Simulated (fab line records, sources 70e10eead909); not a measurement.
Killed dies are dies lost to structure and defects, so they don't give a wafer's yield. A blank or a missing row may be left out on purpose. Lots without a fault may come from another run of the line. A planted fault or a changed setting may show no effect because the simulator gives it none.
A struck lot beside a sound one | flow nand_harc | 29 steps out of a route of 1302
Sound: wafers L946.2, L946.5, L946.6. Struck: wafer L949.4. (L949.3, L949.5 of the same lot were not struck and are left out.) The cause comes at the end.
At each step with rows: each side's tool, then ch and its chambers, then its first start. Under that, the readings that differ: sound wafers | struck wafers | difference of the means | sigmas: that difference in standard deviations of wafers without a fault.
alike: readings whose means differ by less than 2 such deviations, and words and numbers that are the same on both sides. not compared: withheld readings, readings that some wafer has no value for, bounds like >300 that may hide the same value, and numbers for which the record gives no deviation and whose values overlap.
The two part at a step that has a row with sigmas, a row that says differs or no value, or rows on one side only. Numbers that don't overlap but have no deviation are shown without sigmas and don't part them. A reading that every wafer of one side lacks parts them only if that side has two wafers or more.

first, 1 step without rows for these wafers: NHARC_A_CHANNEL_HOLE_D2_DEVELOP_09 (develop time 35 s).
NHARC_A_CHANNEL_HOLE_D2_CD_MEAS_10: target cd 100 nm.
  sound on cd_sem-01 ch 0, day 16 03:50; struck on cd_sem-03 ch 0, day 17 08:04
  alike: cd_nm
NHARC_A_CHANNEL_HOLE_D2_OVL_MEAS_11:
  sound on overlay-01, day 16 03:55; struck on overlay-02, day 17 08:08
  alike: overlay_x_nm, overlay_y_nm
NHARC_A_CHANNEL_HOLE_D2_INSPECT_12:
  sound on defect_inspect-01, day 16 03:57; struck on defect_inspect-01, day 17 08:11
  reading          | sound    | struck | difference | sigmas
  raw_defect_count | 53 58 71 | 7      | -54        | -2
then, 2 steps without rows for these wafers: NHARC_A_CHANNEL_HOLE_D2_DESCUM_15 (chemistry O2, time 3 s); NHARC_A_CHANNEL_HOLE_D2_ETCH_38 (etches the open film in CF4, target depth 39 nm, time 65 s).
NHARC_A_CHANNEL_HOLE_D2_ETCH_39: etches the open film in N2/H2, target depth 260 nm, time 325 s.
  sound on rie_diel-01 ch 2,3; struck on rie_diel-06 ch 1
  reading                         | sound          | struck | difference | sigmas
  showerhead_plenum_p_Torr (Torr) | 2.14 2.10 2.14 | 1.94   | -0.19      | -2
  alike: drypump_motor_current_A, h2_flow_sccm, oes_product_au, rf_fwd_power_W, rf_vpp_V, throttle_valve_pct
  not compared: rf_hours_counter_h
then, 2 steps without rows for these wafers: NHARC_A_CHANNEL_HOLE_D2_ETCH_34 (etches the open film in CF4/CHF3, target depth 154 nm, time 77 s); NHARC_A_CHANNEL_HOLE_D2_ETCH_16 (etches the open film in O2/COS, target depth 3100 nm, time 806 s).
NHARC_A_CHANNEL_HOLE_D2_CD_MEAS_18:
  sound on cd_sem-02, day 16 05:07; struck on cd_sem-03, day 17 09:34
  reading    | sound             | struck | difference | sigmas
  cd_nm (nm) | 102.3 101.0 100.8 | 96.5   | -4.9       | -2
then, 2 steps without rows for these wafers: NHARC_A_CHANNEL_HOLE_D2_ETCH_19 (etches the open film in C4F8/O2/Ar, time 34.5 s); NHARC_A_CHANNEL_HOLE_D2_ETCH_20 (etches the open film in C4F8/O2/Ar, time 361.9 s, target depth 1600 nm).
NHARC_A_CHANNEL_HOLE_D2_ETCH_21: etches the open film in C4F8/O2/Ar, time 514.3 s, target depth 1600 nm.
  sound on har_etch-02 ch 0,1, day 16 05:37; struck on har_etch-02 ch 0, day 17 16:30
  reading                         | sound          | struck | difference | sigmas
  showerhead_plenum_p_Torr (Torr) | 3.45 3.45 3.71 | 3.93   | +0.39      | +2
  alike: drypump_motor_current_A, temp_c, throttle_valve_pct
  not compared: rf_hours_counter_h
then, 2 steps without rows for these wafers: NHARC_A_CHANNEL_HOLE_D2_ETCH_22 (etches the open film in C4F8/O2/Ar, time 666.7 s, target depth 1600 nm); NHARC_A_CHANNEL_HOLE_D2_ETCH_23 (etches the open film in C4F8/O2/Ar, time 819 s, target depth 1600 nm).
NHARC_A_CHANNEL_HOLE_D2_ETCH_24: etches the open film in C4F8/O2/Ar, time 906.2 s, target depth 1500 nm.
  sound on har_etch-02 ch 0,1, day 16 07:18; struck on har_etch-02 ch 0, day 17 18:19
  reading                         | sound          | struck | difference | sigmas
  showerhead_plenum_p_Torr (Torr) | 3.45 3.45 3.71 | 3.92   | +0.38      | +2
  alike: drypump_motor_current_A, temp_c, throttle_valve_pct
  not compared: rf_hours_counter_h
NHARC_A_CHANNEL_HOLE_D2_ETCH_25: etches the open film in C4F8/O2/Ar, time 1040.2 s, target depth 1500 nm.
  sound on har_etch-02 ch 0,1, day 16 08:04; struck on har_etch-02 ch 0, day 17 19:08
  reading                         | sound          | struck | difference | sigmas
  showerhead_plenum_p_Torr (Torr) | 3.45 3.45 3.71 | 3.92   | +0.38      | +2
  alike: drypump_motor_current_A, temp_c, throttle_valve_pct
  not compared: rf_hours_counter_h
then, 1 step without rows for these wafers: NHARC_A_CHANNEL_HOLE_D2_ETCH_26 (etches the open film in C4F8/O2/Ar, time 224.1 s, target depth 300 nm).
NHARC_A_CHANNEL_HOLE_D2_ETCH_27: etches the open film in C4F8/O2/Ar, time 90 s, target depth 400 nm.
  sound on har_etch-02 ch 0,1, day 16 09:10; struck on har_etch-02 ch 0, day 17 19:59
  reading                         | sound          | struck | difference | sigmas
  showerhead_plenum_p_Torr (Torr) | 3.48 3.48 3.75 | 3.98   | +0.41      | +3
  alike: drypump_motor_current_A, rf_fwd_power_W, temp_c, throttle_valve_pct
  not compared: rf_hours_counter_h
then, 4 steps without rows for these wafers: NHARC_A_CHANNEL_HOLE_D2_STRIP_41 (strips in N2/H2); NHARC_A_CHANNEL_HOLE_D2_STRIP_42 (strips in CF4/CHF3); NHARC_A_CHANNEL_HOLE_D2_STRIP_43 (strips in O2/COS); NHARC_A_CHANNEL_HOLE_D2_ETCH_44 (etches the open film in CF4/O2, target depth 140 nm, overetch 14 nm, time 77 s).
NHARC_A_CHANNEL_HOLE_D2_STRIP_28: strips in O2.
  sound on rie_diel-01 ch 2,3; struck on rie_diel-06 ch 0
  reading                         | sound          | struck | difference | sigmas
  drypump_motor_current_A (A)     | 6.0 6.0 6.3    | 4.7    | -1.4       | -3
  showerhead_plenum_p_Torr (Torr) | 3.69 3.69 3.62 | 3.42   | -0.25      | -2
  alike: oes_product_au, rf_vpp_V, throttle_valve_pct
  not compared: rf_hours_counter_h
then, 2 steps without rows for these wafers: NHARC_A_CHANNEL_HOLE_D2_PRECLEAN_29 (cleans in SC1); NHARC_A_CHANNEL_HOLE_D2_SRD_30.
NHARC_A_CHANNEL_HOLE_D2_CD_MEAS_31:
  sound on cd_sem-02, day 16 10:43; struck on cd_sem-03, day 17 21:28
  alike: cd_nm
NHARC_A_CHANNEL_HOLE_D2_XSEM_32:
  sound on xsem-01 ch 0, day 16 10:47; struck on xsem-01 ch 0, day 17 21:34
  reading     | sound          | struck | difference | sigmas
  bow_nm (nm) | 8.82 8.85 8.83 | 9.69   | +0.86      | +3
  alike: bot_cd_nm, tilt_deg
NHARC_A_CHANNEL_HOLE_D2_INSPECT_40:
  sound on defect_inspect-01, day 16 10:53; struck on defect_inspect-01, day 17 21:39
  reading          | sound       | struck | difference | sigmas
  raw_defect_count | 408 323 375 | 167    | -202       | -2

WHERE THEY PART
First at NHARC_A_CHANNEL_HOLE_D2_INSPECT_12; last, within this record, at NHARC_A_CHANNEL_HOLE_D2_INSPECT_40.

WHY: what the simulator had put in
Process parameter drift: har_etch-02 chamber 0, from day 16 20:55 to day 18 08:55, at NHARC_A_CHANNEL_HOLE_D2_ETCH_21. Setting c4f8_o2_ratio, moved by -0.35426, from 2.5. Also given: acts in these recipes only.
